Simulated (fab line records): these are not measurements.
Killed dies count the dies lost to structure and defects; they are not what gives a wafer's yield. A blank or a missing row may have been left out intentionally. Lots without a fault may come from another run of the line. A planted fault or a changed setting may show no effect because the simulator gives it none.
fab line records + flow nandHarc
[record]
- lots = 6
- wafers = 18
- lastDay = 33
route steps=1302 shown P_GATE@148
lots that met no fault: taken from a fault-free run of the same line
startH: hours from the record's first day to the start of the lot's first wafer shown + waitH: time in hours since the lot's previous step + " unchanged from the row above + L1.1+2: a single row standing in for several wafers + - no value, or no start was given + * or withheld: withheld + < > ~ a bound
route shown NAME@n: NAME is a module with steps in the file, n the number in the route of the first one + usual: mean/standard deviation taken from wafers without a fault + same: alike in all rows + chamber/n: place in a boat + sites: per-site readings + _std_site: their standard deviation + _edge_site: the outer-site mean with the inner-site mean subtracted + radiusMm: for every site, how far away it sits from the centre of the wafer + mask NAME#n: copy n + behind: the most recent tool/chamber to have shaped the wafer + hold: why the lot went on hold/how many hours it stayed there/how the hold came to an end + device: the transistor (n, p or np) that didn't switch + end of line: tests of these same wafers at the route's end + a step given without rows: its recipe and nothing more + killed: not the wafer's yield, but the dies lost to structure and defects at the first sort + map: a wafer's dies, marking killed ones x, the rest . and places with no die _
set.NAME: the setting the step ran with; set.NAME@STEP: the setting that earlier step ran with + model.NAME: the simulator's own value behind a step, which no gauge read
lots at selected steps of the route; one table per step, one row per wafer
services: from which hour (startH, from the record's first day; less than 0 if before it) a tool's chamber was out of use, for how many hours, and why
[[steps]]
[step NHARC_P_GATE_ETCH_114]
[recipe]
- targetDepthA = 300
- overetchA = 30
- timeS = 16.5
- ionEnergyEv = 100
- cf4FlowSccm = 80
- o2FlowSccm = 20
- arFlowSccm = 0
- rfW = 300
- biasW = 100
- chemistry = CF4/O2
[usual]
- drypumpMotorCurrentA = 5.6/0.38
- oes_f_703_au = 1.000/0.0042
- oesProductAu = 0.998/0.0075
- rfVppV = 198.2/1.5
- showerheadPlenumPTorr = 1.35/0.06
- throttleValvePct = 13.397/0.0083
| lot.wafer | tool       | chamber | startH | waitH | drypumpMotorCurrentA | oes_f_703_au | oesProductAu | rfHoursCounterH | rfVppV | showerheadPlenumPTorr | throttleValvePct |
|-----------|------------|---------|--------|-------|----------------------|--------------|--------------|-----------------|--------|-----------------------|------------------|
| L918.2    | rieDiel-07 | 3       | -      | -     | 5.8                  | 0.999        | 1.007        | 7.7             | 200.8  | 1.43                  | 13.393           |
| L918.1    | "          | 1       | "      | "     | 5.4                  | 0.996        | 1.012        | 7.2             | 199.5  | 1.41                  | 13.385           |
| L918.5    | "          | 3       | "      | "     | 5.8                  | 0.999        | 1.005        | -               | 198.4  | 1.43                  | 13.388           |
| L924.2    | rieDiel-12 | 3       | -      | -     | 5.9                  | 0.996        | 0.991        | 3.8             | 198.5  | 1.37                  | 13.404           |
| L924.3    | "          | 0       | "      | "     | 6.0                  | 0.997        | 0.983        | 3.0             | 195.8  | 1.27                  | 13.400           |
| L924.6    | "          | 1       | "      | "     | 5.2                  | 1.008        | 0.996        | -               | 197.0  | 1.27                  | 13.398           |
| L928.1    | rieDiel-12 | 3       | -      | -     | 5.9                  | 1.003        | 1.002        | 6.1             | 199.0  | 1.37                  | 13.404           |
| L928.3    | "          | 0       | "      | "     | 6.0                  | 1.003        | 0.992        | 5.1             | 195.9  | 1.27                  | 13.394           |
| L928.2    | "          | 1       | "      | "     | 5.3                  | 0.996        | 0.994        | 6.0             | 196.7  | 1.27                  | 13.392           |
| L937.3    | rieDiel-12 | 3       | -      | -     | 5.9                  | 0.995        | 0.996        | 0.4             | 198.9  | 1.37                  | 13.397           |
| L937.5    | "          | 2       | "      | "     | 5.5                  | 1.000        | 0.998        | -               | 198.7  | 1.41                  | 13.395           |
| L937.4    | "          | 3       | "      | "     | 5.9                  | 0.998        | 1.000        | -               | 198.4  | 1.37                  | 13.393           |
| L940.4    | rieDiel-07 | 0       | -      | -     | 5.2                  | 0.996        | 1.015        | 0.2             | 197.6  | 1.34                  | 13.383           |
| L940.6    | "          | 3       | "      | "     | 5.8                  | 1.003        | 0.996        | -               | 200.3  | 1.43                  | 13.393           |
| L940.5    | "          | 0       | "      | "     | 5.2                  | 0.990        | 1.004        | -               | 199.6  | 1.34                  | 13.392           |
| L941.3    | rieDiel-03 | 2       | -      | -     | 5.3                  | 1.006        | 0.998        | 1.6             | 197.9  | 1.39                  | 13.394           |
| L941.4    | "          | 3       | "      | "     | 6.3                  | 0.999        | 0.998        | 1.7             | 198.4  | 1.36                  | 13.393           |
| L941.2    | "          | 1       | "      | "     | 5.8                  | 0.997        | 0.990        | 1.7             | 195.7  | 1.24                  | 13.401           |
[step NHARC_P_GATE_ETCH_32]
[recipe]
- targetDepthA = 1500
- overEtchFrac = 1
- overEtchIonEnergyEv = 40
- timeS = 100.1
- hbrFlowSccm = 150
- cl2FlowSccm = 50
- rfW = 400
- icpW = 400
- biasW = 100
- chemistry = HBr/Cl2
[usual]
- drypumpMotorCurrentA = 5.9/0.52
- oesProductAu = 1.001/0.0069
- throttleValvePct = 26.405/0.0082
| lot.wafer | tool     | chamber | startH | waitH | drypumpMotorCurrentA | oesProductAu | rfHoursCounterH | throttleValvePct |
|-----------|----------|---------|--------|-------|----------------------|--------------|-----------------|------------------|
| L918.1    | rieSi-01 | 1       | 100.11 | -     | 6.2                  | 1.011        | 0.5             | 26.412           |
| L918.2    | "        | 3       | "      | "     | 6.6                  | 1.002        | 0.6             | 26.395           |
| L918.5    | "        | 0       | "      | "     | 5.7                  | 0.996        | -               | 26.395           |
| L924.2    | rieSi-04 | 3       | 156.21 | -     | 6.5                  | 1.008        | 0.9             | 26.396           |
| L924.3    | "        | 0       | "      | "     | 5.9                  | 0.995        | 0.9             | 26.409           |
| L924.6    | "        | 2       | "      | "     | 5.4                  | 0.995        | -               | 26.409           |
| L928.3    | rieSi-06 | 3       | 205.08 | -     | 4.9                  | 1.011        | 0.9             | 26.410           |
| L928.2    | "        | 0       | "      | "     | 6.3                  | 1.007        | 0.8             | 26.406           |
| L928.1    | "        | 1       | "      | "     | 5.4                  | 1.004        | 0.6             | 26.400           |
| L937.3    | rieSi-04 | 3       | 290.40 | -     | 6.5                  | 1.004        | 0.7             | 26.402           |
| L937.4    | "        | 0       | "      | "     | 5.8                  | 0.985        | 0.7             | 26.405           |
| L937.5    | "        | 1       | "      | "     | 5.5                  | 1.006        | -               | 26.413           |
| L940.4    | rieSi-01 | 3       | 315.93 | -     | 6.6                  | 1.003        | 0.7             | 26.415           |
| L940.5    | "        | 3       | "      | "     | 6.6                  | 1.003        | -               | 26.405           |
| L940.6    | "        | 0       | "      | "     | 5.7                  | 1.003        | -               | 26.406           |
| L941.2    | rieSi-04 | 1       | 327.18 | -     | 5.5                  | 0.996        | 1.1             | 26.399           |
| L941.3    | "        | 3       | "      | "     | 6.5                  | 0.998        | 0.9             | 26.399           |
| L941.4    | "        | 0       | "      | "     | 5.8                  | 1.000        | -               | 26.391           |
[step NHARC_P_GATE_STRIP_108]
[recipe]
- o2FlowSccm = 500
- arFlowSccm = 0
- biasW = 0
- chemistry = O2
[usual]
- drypumpMotorCurrentA = 5.6/0.38
- oesProductAu = 0.998/0.0078
- rfVppV = 57.9/0.91
- showerheadPlenumPTorr = 3.58/0.15
- throttleValvePct = 17.036/0.0089
| lot.wafer | tool       | chamber | startH | waitH | drypumpMotorCurrentA | oesProductAu | rfHoursCounterH | rfVppV | showerheadPlenumPTorr | throttleValvePct |
|-----------|------------|---------|--------|-------|----------------------|--------------|-----------------|--------|-----------------------|------------------|
| L918.2    | rieDiel-07 | 0       | 100.25 | -     | 5.2                  | 1.005        | 7               | 57.8   | 3.56                  | 17.054           |
| L918.1    | "          | 2       | "      | "     | 5.7                  | 1.006        | 8               | 58.9   | 3.77                  | 17.014           |
| L918.5    | "          | 1       | "      | "     | 5.4                  | 1.005        | -               | 57.9   | 3.71                  | 17.042           |
| L924.3    | rieDiel-03 | 2       | 156.39 | -     | 5.3                  | 1.003        | 3               | 58.9   | 3.67                  | 17.050           |
| L924.2    | "          | 3       | "      | "     | 6.3                  | 1.004        | 3               | 58.5   | 3.59                  | 17.037           |
| L924.6    | "          | 0       | "      | "     | 5.0                  | 0.998        | -               | 59.1   | 3.59                  | 17.058           |
| L928.1    | rieDiel-03 | 2       | 205.24 | -     | 5.3                  | 1.006        | 3               | 56.8   | 3.66                  | 17.028           |
| L928.3    | "          | 0       | "      | "     | 5.0                  | 1.014        | 3               | 57.9   | 3.59                  | 17.036           |
| L928.2    | "          | 1       | "      | "     | 5.8                  | 0.991        | 3               | 55.6   | 3.30                  | 17.033           |
| L937.4    | rieDiel-03 | 3       | 290.53 | -     | 6.3                  | 1.000        | 0               | 58.6   | 3.59                  | 17.042           |
| L937.3    | "          | 0       | "      | "     | 5.0                  | 1.006        | 0               | 58.2   | 3.58                  | 17.041           |
| L937.5    | "          | 0       | "      | "     | 5.0                  | 1.001        | -               | 58.8   | 3.58                  | 17.037           |
| L940.4    | rieDiel-07 | 2       | 316.14 | -     | 5.8                  | 0.995        | 0               | 59.3   | 3.77                  | 17.036           |
| L940.6    | "          | 3       | "      | "     | 5.8                  | 0.988        | -               | 59.3   | 3.77                  | 17.048           |
| L940.5    | "          | 0       | "      | "     | 5.2                  | 1.009        | -               | 58.2   | 3.55                  | 17.020           |
| L941.2    | rieDiel-03 | 2       | 327.37 | -     | 5.3                  | 0.999        | 2               | 57.1   | 3.66                  | 17.022           |
| L941.4    | "          | 3       | "      | "     | 6.3                  | 1.004        | 2               | 58.6   | 3.59                  | 17.037           |
| L941.3    | "          | 0       | "      | "     | 5.0                  | 1.000        | 0               | 59.2   | 3.58                  | 17.035           |
[step NHARC_P_GATE_CD_MEAS_33]
[usual]
- cdNm = 120.3/1.6
| lot.wafer | tool     | chamber | startH | waitH | cdNm  |
|-----------|----------|---------|--------|-------|-------|
| L918.1    | cdSem-01 | -       | 100.43 | -     | 118.0 |
| L918.2    | "        | -       | "      | "     | 120.7 |
| L918.5    | "        | -       | "      | "     | 122.4 |
| L924.2    | cdSem-03 | -       | 156.54 | -     | 121.5 |
| L924.3    | "        | -       | "      | "     | 120.1 |
| L924.6    | "        | -       | "      | "     | 122.2 |
| L928.1    | cdSem-01 | -       | 205.41 | -     | 119.7 |
| L928.2    | "        | -       | "      | "     | 121.5 |
| L928.3    | "        | -       | "      | "     | 118.4 |
| L937.3    | cdSem-03 | -       | 290.71 | -     | 120.6 |
| L937.4    | "        | -       | "      | "     | 119.5 |
| L937.5    | "        | -       | "      | "     | 121.6 |
| L940.4    | cdSem-02 | -       | 316.28 | -     | 120.6 |
| L940.5    | "        | -       | "      | "     | 118.9 |
| L940.6    | "        | -       | "      | "     | 121.3 |
| L941.2    | cdSem-03 | -       | 327.55 | -     | 122.6 |
| L941.3    | "        | -       | "      | "     | 121.6 |
| L941.4    | "        | -       | "      | "     | 120.7 |
[step NHARC_P_GATE_STRIP_35]
[recipe]
- timeS = 600
- tempC = 130
- chemistry = SPM
[step NHARC_P_GATE_PRECLEAN_73]
[recipe]
- timeS = *
- tempC = 50
- bathAgeMin = 0
- chemistry = SC1
[step NHARC_P_GATE_SRD_74]
[step NHARC_P_GATE_ALD_36]
[recipe]
- targetThkA = 200
- pulseTimeS = 60
- aldCycles = 223
- tempC = 400
- material = SiNx
[step NHARC_P_GATE_ETCHBACK_37]
[recipe]
- targetDepthA = 345
- timeS = 17.2
- chf3FlowSccm = 50
- o2FlowSccm = 10
- arFlowSccm = 200
- rfW = 500
- biasW = 200
- chemistry = CHF3/O2
[usual]
- drypumpMotorCurrentA = 5.6/0.37
- oesProductAu = 0.95/0.034
- rfVppV = 371.3/2.5
- showerheadPlenumPTorr = 2.43/0.11
- throttleValvePct = 20.572/0.0095
| lot.wafer | tool       | chamber | startH | waitH | drypumpMotorCurrentA | oesProductAu | rfHoursCounterH | rfVppV | showerheadPlenumPTorr | throttleValvePct |
|-----------|------------|---------|--------|-------|----------------------|--------------|-----------------|--------|-----------------------|------------------|
| L918.1    | rieDiel-07 | 0       | -      | -     | 5.2                  | 0.93         | 7               | 370.9  | 2.42                  | 20.574           |
| L918.2    | "          | 3       | "      | "     | 5.8                  | 0.93         | 8               | 373.9  | 2.57                  | 20.558           |
| L918.5    | "          | 0       | "      | "     | 5.2                  | 0.92         | -               | 370.4  | 2.42                  | 20.584           |
| L924.2    | rieDiel-03 | 1       | -      | -     | 5.8                  | 0.91         | 3               | 367.7  | 2.24                  | 20.570           |
| L924.3    | "          | 0       | "      | "     | 5.0                  | 0.92         | 2               | 370.0  | 2.44                  | 20.575           |
| L924.6    | "          | 1       | "      | "     | 5.8                  | 0.91         | -               | 367.1  | 2.24                  | 20.571           |
| L928.3    | rieDiel-07 | 3       | -      | -     | 5.8                  | 0.99         | 7               | 374.8  | 2.57                  | 20.563           |
| L928.1    | "          | 0       | "      | "     | 5.2                  | 1.00         | 8               | 370.9  | 2.42                  | 20.583           |
| L928.2    | "          | 1       | "      | "     | 5.4                  | 0.99         | 7               | 373.7  | 2.52                  | 20.569           |
| L937.3    | rieDiel-03 | 2       | -      | -     | 5.3                  | 0.93         | 0               | 372.3  | 2.49                  | 20.570           |
| L937.5    | "          | 3       | "      | "     | 6.2                  | 0.93         | -               | 371.2  | 2.44                  | 20.560           |
| L937.4    | "          | 1       | "      | "     | 5.8                  | 0.93         | -               | 366.7  | 2.24                  | 20.569           |
| L940.4    | rieDiel-03 | 2       | -      | -     | 5.3                  | 0.99         | 2               | 372.7  | 2.49                  | 20.601           |
| L940.5    | "          | 0       | "      | "     | 5.0                  | 0.92         | -               | 372.2  | 2.44                  | 20.580           |
| L940.6    | "          | 1       | "      | "     | 5.8                  | 1.00         | -               | 366.5  | 2.24                  | 20.573           |
| L941.3    | rieDiel-03 | 3       | -      | -     | 6.2                  | 0.92         | 2               | 372.4  | 2.44                  | 20.555           |
| L941.2    | "          | 0       | "      | "     | 5.0                  | 0.93         | 1               | 370.8  | 2.44                  | 20.576           |
| L941.4    | "          | 2       | "      | "     | 5.3                  | 0.93         | 2               | 373.7  | 2.49                  | 20.550           |
[step NHARC_P_GATE_STRIP_101]
[recipe]
- timeS = 20
- o2FlowSccm = 500
- arFlowSccm = 0
- biasW = 0
- chemistry = O2
[usual]
- drypumpMotorCurrentA = 5.6/0.37
- oesProductAu = 0.998/0.0078
- rfVppV = 57.9/1
- showerheadPlenumPTorr = 3.57/0.16
- throttleValvePct = 17.036/0.0084
| lot.wafer | tool       | chamber | startH | waitH | drypumpMotorCurrentA | oesProductAu | rfHoursCounterH | rfVppV | showerheadPlenumPTorr | throttleValvePct |
|-----------|------------|---------|--------|-------|----------------------|--------------|-----------------|--------|-----------------------|------------------|
| L918.2    | rieDiel-07 | 1       | 110.46 | 0.1   | 5.4                  | 1.007        | 7               | 58.7   | 3.71                  | 17.038           |
| L918.1    | "          | 2       | "      | "     | 5.7                  | 1.003        | 8               | 58.3   | 3.77                  | 17.044           |
| L918.5    | "          | 1       | "      | "     | 5.4                  | 1.010        | -               | 58.8   | 3.71                  | 17.053           |
| L924.3    | rieDiel-03 | 0       | 166.60 | 0.1   | 5.0                  | 0.997        | 2               | 58.3   | 3.59                  | 17.027           |
| L924.2    | "          | 3       | "      | "     | 6.3                  | 0.996        | 3               | 58.8   | 3.59                  | 17.045           |
| L924.6    | "          | 3       | "      | "     | 6.3                  | 1.004        | -               | 59.1   | 3.59                  | 17.035           |
| L928.1    | rieDiel-07 | 3       | 215.43 | 0.1   | 5.8                  | 1.008        | 7               | 58.6   | 3.77                  | 17.017           |
| L928.3    | "          | 0       | "      | "     | 5.3                  | 0.990        | 8               | 57.3   | 3.55                  | 17.030           |
| L928.2    | "          | 1       | "      | "     | 5.4                  | 0.994        | 7               | 58.6   | 3.70                  | 17.019           |
| L937.3    | rieDiel-03 | 1       | 300.77 | 0.1   | 5.8                  | 1.002        | 0               | 57.1   | 3.30                  | 17.033           |
| L937.4    | "          | 3       | "      | "     | 6.3                  | 1.007        | -               | 57.3   | 3.59                  | 17.052           |
| L937.5    | "          | 1       | "      | "     | 5.8                  | 0.999        | -               | 56.3   | 3.30                  | 17.030           |
| L940.4    | rieDiel-03 | 3       | 326.29 | 0.1   | 6.2                  | 1.004        | 2               | 58.7   | 3.59                  | 17.037           |
| L940.6    | "          | 1       | "      | "     | 5.8                  | 0.998        | -               | 56.9   | 3.29                  | 17.029           |
| L940.5    | "          | 2       | "      | "     | 5.3                  | 1.005        | -               | 57.3   | 3.66                  | 17.034           |
| L941.4    | rieDiel-03 | 1       | 339.73 | 0.1   | 5.8                  | 0.987        | 2               | 57.2   | 3.29                  | 17.029           |
| L941.3    | "          | 2       | "      | "     | 5.3                  | 1.002        | 2               | 58.3   | 3.66                  | 17.045           |
| L941.2    | "          | 0       | "      | "     | 5.0                  | 1.004        | 1               | 57.4   | 3.58                  | 17.038           |
[step NHARC_P_GATE_PRECLEAN_97]
[recipe]
- timeS = 600
- tempC = 120
- chemistry = SPM
[step NHARC_P_GATE_SRD_98]
[step NHARC_P_GATE_PRECLEAN_99]
[recipe]
- timeS = *
- tempC = 50
- bathAgeMin = 0
- chemistry = SC1
[usual]
- diwFlowMLMin = 1415/4.1
- runLengthS = *
| lot.wafer | tool        | chamber | startH | waitH | diwFlowMLMin | runLengthS |
|-----------|-------------|---------|--------|-------|--------------|------------|
| L918.5    | wetBench-09 | 7       | 110.62 | -     | 1414         | *          |
| L918.2    | "           | 0       | "      | "     | 1418         | *          |
| L918.1    | "           | 4       | "      | "     | 1407         | *          |
| L924.2    | wetBench-05 | 3       | 166.77 | -     | 1423         | *          |
| L924.6    | "           | 5       | "      | "     | 1413         | *          |
| L924.3    | "           | 7       | "      | "     | 1413         | *          |
| L928.1    | wetBench-09 | 5       | 215.59 | -     | 1418         | *          |
| L928.3    | "           | 6       | "      | "     | 1408         | *          |
| L928.2    | "           | 7       | "      | "     | 1422         | *          |
| L937.3    | wetBench-09 | 7       | 300.93 | -     | 1412         | *          |
| L937.4    | "           | 2       | "      | "     | 1421         | *          |
| L937.5    | "           | 3       | "      | "     | 1410         | *          |
| L940.6    | wetBench-05 | 7       | 326.45 | -     | 1415         | *          |
| L940.4    | "           | 1       | "      | "     | 1417         | *          |
| L940.5    | "           | 2       | "      | "     | 1414         | *          |
| L941.4    | wetBench-05 | 4       | 339.89 | -     | 1417         | *          |
| L941.3    | "           | 6       | "      | "     | 1421         | *          |
| L941.2    | "           | 1       | "      | "     | 1410         | *          |
[step NHARC_P_GATE_SRD_100]
[[services]]
| tool        | chamber | startH | hours | kind   |
|-------------|---------|--------|-------|--------|
| rieDiel-07  | -       | 79.67  | 1.5   | repair |
| rieSi-04    | -       | 80.83  | 0.5   | repair |
| rieDiel-12  | 0       | 82.30  | 4.3   | repair |
| wetBench-05 | -       | 84.86  | 8.0   | pm     |
| rieDiel-12  | -       | 91.45  | 9.0   | pm     |
| rieDiel-03  | -       | 104.30 | 9.0   | pm     |
| rieDiel-12  | -       | 114.67 | 1.5   | repair |
| rieDiel-07  | -       | 117.20 | 9.0   | pm     |
| rieDiel-07  | 3       | 128.44 | 15.7  | repair |
| rieDiel-07  | 2       | 135.98 | 10.6  | repair |
| rieDiel-03  | 2       | 159.24 | 7.9   | repair |
| rieSi-04    | -       | 165.00 | 9.0   | pm     |
| wetBench-09 | -       | 176.80 | 8.0   | pm     |
| rieDiel-03  | 3       | 224.14 | 8.0   | repair |
| rieDiel-12  | 0       | 226.33 | 6.4   | repair |
| wetBench-05 | -       | 234.97 | 3.4   | repair |
| rieSi-04    | -       | 248.34 | 1.7   | repair |
| rieSi-04    | -       | 251.55 | 0.3   | repair |
| rieDiel-03  | 1       | 252.92 | 2.5   | repair |
| wetBench-05 | -       | 260.86 | 8.0   | pm     |
| rieDiel-07  | 3       | 270.95 | 13.2  | repair |
| rieDiel-03  | -       | 281.30 | 9.0   | pm     |
| rieDiel-07  | -       | 294.20 | 9.0   | pm     |
| rieDiel-03  | 0       | 297.68 | 25.2  | repair |
[[key]]
[firstSign]
- step = NHARC_P_GATE_PRECLEAN_99
- reading = runLengthS
- direction = up
- sigmas = 99+
- usual = *
- struck = *
effect none on later readings
metAt NHARC_P_GATE_PRECLEAN_99
struckWafers L940.4,L940.5,L940.6,L941.2,L941.3,L941.4
testerLeftOut L940,L941
onsetBetween 166.77 326.45
[fault]
- kind = processParameterDrift
- tool = wetBench-05
- chamber = -
- onsetH = 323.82
- steps = NHARC_P_GATE_PRECLEAN_99
- channel = timeS
- offset = *
- shape = step
- endH = 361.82
- actsIn = *
- stated = *
// testerLeftOut: of these lots the tester's yield and bins aren't shown, on N5 and GAA mostly nor the transistor test; their killed dies are dies lost to structure and defects alone, not to doping, threshold or leakage, so they don't give the yield
